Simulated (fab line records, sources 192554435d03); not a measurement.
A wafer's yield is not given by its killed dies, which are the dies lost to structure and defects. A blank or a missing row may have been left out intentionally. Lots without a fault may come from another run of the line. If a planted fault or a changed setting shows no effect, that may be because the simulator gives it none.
Chamber matching -- flow n5_finfet -- N5_BEOL_M2_ETCHBACK_99 on rie_diel-02: 4 sister chambers
The step etches SiO2 in CHF3, target depth 5 nm, time 10.4 s. 4 wafers are shown with their chamber, then 8 later ones without.

## WAFERS, EACH WITH ITS CHAMBER
wafer,chamber,showerhead_plenum_p_Torr (Torr)
L083.3,0,2.09
L083.4,1,2.14
L085.5,2,2.22
L093.1,3,2.21

## WAFERS WITHOUT THEIR CHAMBER
wafer,showerhead_plenum_p_Torr (Torr)
L093.3,2.13
L093.5,2.22
L091.1,2.13
L091.2,2.21
L091.4,2.22
L096.2,2.22
L096.4,2.13
L096.6,2.22

## WHICH CHAMBER EACH ONE RAN IN
wafer,from the rows above,in truth
L093.3,1,1
L093.5,can't be placed: 2 or 3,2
L091.1,1,1
L091.2,can't be placed: 3 or 2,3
L091.4,can't be placed: 2 or 3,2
L096.2,can't be placed: 2 or 3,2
L096.4,1,1
L096.6,can't be placed: 2 or 3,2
3 of 8 placed correctly. Can't be placed from these rows: 5 (the true chamber is among the candidates in 5). Number placed wrongly: 0.
How it was worked out, from the rows above alone: a wafer's distance from a chamber is the root of the sum, over the readings, of the square of ((its reading less the chamber's mean) divided by the reading's scatter). The wafer belongs to the nearest chamber; if the next one is less than 2 further off, it can't be placed. For every chamber, the mean is computed from those of its wafers that are shown. The scatter: with one shown wafer a chamber, the root of the mean of the squares of how far each hidden wafer lies from its nearest shown one.
